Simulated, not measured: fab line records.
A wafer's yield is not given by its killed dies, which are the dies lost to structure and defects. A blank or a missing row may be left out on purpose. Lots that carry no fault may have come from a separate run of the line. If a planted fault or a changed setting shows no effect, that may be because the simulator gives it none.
Split-lot trial -- flow n5Finfet -- 7 lots, 21 wafers read, on a route of 1938 steps

## ABOUT THE SPLIT
At N5_BEOL_M14_COAT_04 (resist thk 800 nm), the setting spinRpm was moved away from the recipe's 1704 rpm on 6 of the 21 wafers read, by +3.1% to +6.0%. All remaining wafers had this setting at the recipe value.

## FROM THE SPLIT TO THE READING: what the file shows between them, 3 steps
- N5_BEOL_M14_EBR_06
- N5_BEOL_M14_SOFTBAKE_05: time 60 s
- N5_BEOL_M14_DESCUM_15: chemistry O2, time 7.9 s

## THE READING
coat_of_BEOL_M14_COAT_04.thkNm (the simulator's own value, which no gauge read), in nm, at N5_BEOL_M14_ETCH_59 (etches BARC in N2/H2, target depth 89 nm, overetch 26.7 nm, time 67.9 s). There is no usual value for it anywhere in the file. The 15 wafers here that ran the recipe average 719.3 nm, standard deviation 2.5 nm.

wafer,"tool, chamber at the split","spinRpm as run, rpm",against the recipe,"coat_of_BEOL_M14_COAT_04.thkNm, nm",against lot-mates on the recipe
L075.1,"lithoTrack-03, 0",1704,recipe,720,-
L075.5,"lithoTrack-03, 0",1807,+6.0%,693.8,-26.2
L075.6,"lithoTrack-03, 0",1807,+6.0%,696.6,-23.4
L077.3,"lithoTrack-03, 0",1782,+4.6%,708.6,-12.5
L077.5,"lithoTrack-03, 0",1704,recipe,721.2,-
L077.6,"lithoTrack-03, 0",1704,recipe,721,-
L080.1,"lithoTrack-03, 0",1704,recipe,717.8,-
L080.5,"lithoTrack-03, 0",1704,recipe,718.2,-
L080.6,"lithoTrack-03, 0",1704,recipe,721.6,-
L084.2,"lithoTrack-05, 0",1757,+3.1%,704.8,-10.9
L084.3,"lithoTrack-05, 0",1704,recipe,715.8,-
L084.5,"lithoTrack-05, 0",1704,recipe,715.6,-
L085.1,"lithoTrack-02, 0",1704,recipe,718.6,-
L085.2,"lithoTrack-02, 0",1757,+3.1%,710.6,-10.0
L085.6,"lithoTrack-02, 0",1704,recipe,722.6,-
L089.3,"lithoTrack-03, 0",1704,recipe,723.2,-
L089.5,"lithoTrack-03, 0",1704,recipe,722.4,-
L089.6,"lithoTrack-03, 0",1704,recipe,718.2,-
L097.1,"lithoTrack-05, 0",1768,+3.8%,703.2,-13.6
L097.2,"lithoTrack-05, 0",1704,recipe,717.2,-
L097.6,"lithoTrack-05, 0",1704,recipe,716.4,-

FIT RESULTS
A straight line over all 21 wafers: coat_of_BEOL_M14_COAT_04.thkNm changes by -3.72 nm for each +1% of spinRpm; r = -0.94; the points scatter about the line by 2.9 nm.
The same after taking each lot's own level away (the mean of its wafers on the recipe; 21 wafers): -3.74 nm for each +1%; r = -0.97; scatter 1.9 nm.
The reading moves by 23 nm for the largest change in spinRpm, on that fit.
The span of the lots' own levels, 715.70 to 721.27 nm, comes to 2.2 times the standard deviation stated above.
Consequently the slope shifts little with the lot-to-lot level, the two slopes agreeing.
Check: with one of the wafers moved furthest among these (+6.0%) left out of the fit, the line predicts -20.9 nm for it against its lot-mates. Against them it came out at -26.2 nm.

## OTHER SPLITS ON THESE WAFERS
Note: prior to the reading, these wafers also went through further splits. Each is held against what the fit with the lots' levels taken away leaves over:
other split on the same wafers,wafers away from the commonest value,r with coat_of_BEOL_M14_COAT_04.thkNm (lot level and that fit taken away)
N5_BEOL_M10_EXPOSE_25 doseMj,5,+0.41
N5_BEOL_M11_COAT_59 spinRpm,8,+0.03
N5_BEOL_M11_COAT_60 spinRpm,4,+0.02
N5_BEOL_M11_ETCH_66 timeS,6,+0.21
N5_BEOL_M12_DEP_53 timeS,7,+0.34
N5_BEOL_M13_CMP_49 downForcePsi,7,+0.42

## THE WHOLE CHAIN: every reading that the file lists as answering this split, in the file's order
step,what it does,reading,change (the file's fit),r (the file's)
N5_BEOL_M14_COAT_04,resist thk 800 nm,"coat_of_BEOL_M14_COAT_04.thkNm (the simulator's own value, which no gauge read)",-3.89 nm for each +1% of the setting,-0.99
N5_BEOL_M14_ETCH_59,"etches BARC in N2/H2, target depth 89 nm, overetch 26.7 nm, time 67.9 s","coat_of_BEOL_M14_COAT_04.thkNm (the simulator's own value, which no gauge read)",-3.55 nm for each +1% of the setting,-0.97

## THE FILE'S OWN FIT
coat_of_BEOL_M14_COAT_04.thkNm changes by -3.55 nm for each +1% of spinRpm, r = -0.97.
